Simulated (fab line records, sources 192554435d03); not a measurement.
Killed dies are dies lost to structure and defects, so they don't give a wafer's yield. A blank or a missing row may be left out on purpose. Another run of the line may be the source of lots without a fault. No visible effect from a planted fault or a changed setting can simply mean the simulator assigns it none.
Struck lot and sound lot, side by side	flow n5 finfet	15 steps out of a route of 1938
Sound: wafers L992.3, L992.5, L992.6. Struck: wafers L998.1, L998.6 (left out: L998.2, a lot-mate that was not struck); the cause follows at the end.
Order at every step that has rows: each side's tool, ch and its chambers, its first start. Under that, the readings that differ: sound wafers	struck wafers	difference of the means	sigmas: that difference in standard deviations of wafers without a fault.
alike: words and numbers the same on both sides, and readings whose means are apart by under 2 such deviations; not compared: readings that were withheld, readings missing a value for some wafer, numbers with overlapping values and no deviation given by the record, and bounds like >300 which may hide the same value.
Wherever a step has rows on one side only, a row that says differs or no value, or a row with sigmas, the two part there. Numbers that don't overlap but have no deviation are shown without sigmas and don't part them. Lack of a reading on every wafer of one side parts them only where that side has two or more wafers.

N5_BEOL_M1_ANNEAL_95: time 240 s.
  sound on pvd sputter-03, day 7 17:53; struck on pvd sputter-01, day 8 15:02
  alike: heater power w
then, 2 steps without rows for these wafers: N5_BEOL_M1_SPUTTER_96 (material Cu, target thk 4.5 nm, time 8.29 s); N5_BEOL_M1_ECD_50 (material Cu, target thk 300 nm).
N5_BEOL_M1_ANNEAL_51: time 90 s.
  sound on rtp anneal-01 ch 0, day 7 18:23; struck on rtp anneal-01 ch 0, day 8 15:22
  alike: wafer_temp_C_max
N5_BEOL_M1_CMP_52: polishes, stops on SiOC, t overpolish 6.8 s, target thk 40 nm.
  sound on cmp-04 ch 0,3, day 7 18:42; struck on cmp-01 ch 2,3, day 8 15:42
  alike: barrier field endpoint s, clearing platen rpm, edge zone pressure frac, head pressure psi, motor current A, overpolish run s, time to endpoint s
N5_BEOL_M1_THK_MEAS_53: measures by xrf.
  sound on film metro-01, day 7 18:58; struck on film metro-02, day 8 15:58
  alike: M1_THK
N5_BEOL_M1_PRE_CLEAN_60: time 15 s.
  sound on cvd co-02 ch 0,1,2, day 7 19:00; struck on cvd co-01 ch 2, day 8 15:59
  alike: heater power w
then, 2 steps without rows for these wafers: N5_BEOL_M1_CO_CAP_55 (material Co, precursor CCTBA/H2, target thk 2 nm, time 102.1 s); N5_BEOL_M1_PRE_CLEAN_56 (time 15 s).
N5_BEOL_M1_DEP_57: deposits SiCN from 3MS/NH3, target thk 8 nm, time 14 s.
  sound on pecvd-03 ch 0,1,2, day 7 19:09; struck on pecvd-03 ch 0,2, day 8 16:09
  alike: showerhead plenum p Torr, throttle valve pct
N5_BEOL_M1_RS_MEAS_58: a four-point-probe measurement.
  sound on film metro-01, day 7 19:18; struck on film metro-02, day 8 16:13
  alike: M1_RS
N5_BEOL_M1_INSPECT_59: inspects for defects (darkfield).
  sound on defect inspect-01, day 7 19:19; struck on defect inspect-01, day 8 16:14
reading	sound	struck	difference	sigmas
raw defect count	100 98 144	46 44	-69	-3
N5_BEOL_M2_ILD_DEP_00: deposits SiOC from DEMS/O2, target thk 79 nm, time 15.3 s.
  sound on pecvd-03 ch 0,1,2, day 7 19:22; struck on pecvd-04 ch 0, day 8 16:17
reading	sound	struck	difference	sigmas
susceptor temp C (C)	350.26 349.62 349.94	346.11 345.87	-3.95	-18
  alike: heater power w, showerhead plenum p Torr, throttle valve pct
N5_BEOL_M2_THK_MEAS_01:
  sound on film metro-01, day 7 19:26; struck on film metro-02, day 8 16:21
  alike: M2_ILD_THK
N5_BEOL_M4_RC_MEAS_101:
  sound on prober-02 ch 0, day 9 05:07; struck on prober-02 ch 0, day 10 05:01
  alike: DIBL_N, DIBL_P, IOFF_N, IOFF_P, ION_N, ION_P, SS_N, SS_P, VT_N, VT_P

## WHERE THEY PART
Last at N5_BEOL_M2_ILD_DEP_00 as far as this record goes, first at N5_BEOL_M1_INSPECT_59. Later steps at which nothing parts them and some readings are alike: N5_BEOL_M2_THK_MEAS_01, N5_BEOL_M4_RC_MEAS_101.

WHY: the cause the simulator had injected
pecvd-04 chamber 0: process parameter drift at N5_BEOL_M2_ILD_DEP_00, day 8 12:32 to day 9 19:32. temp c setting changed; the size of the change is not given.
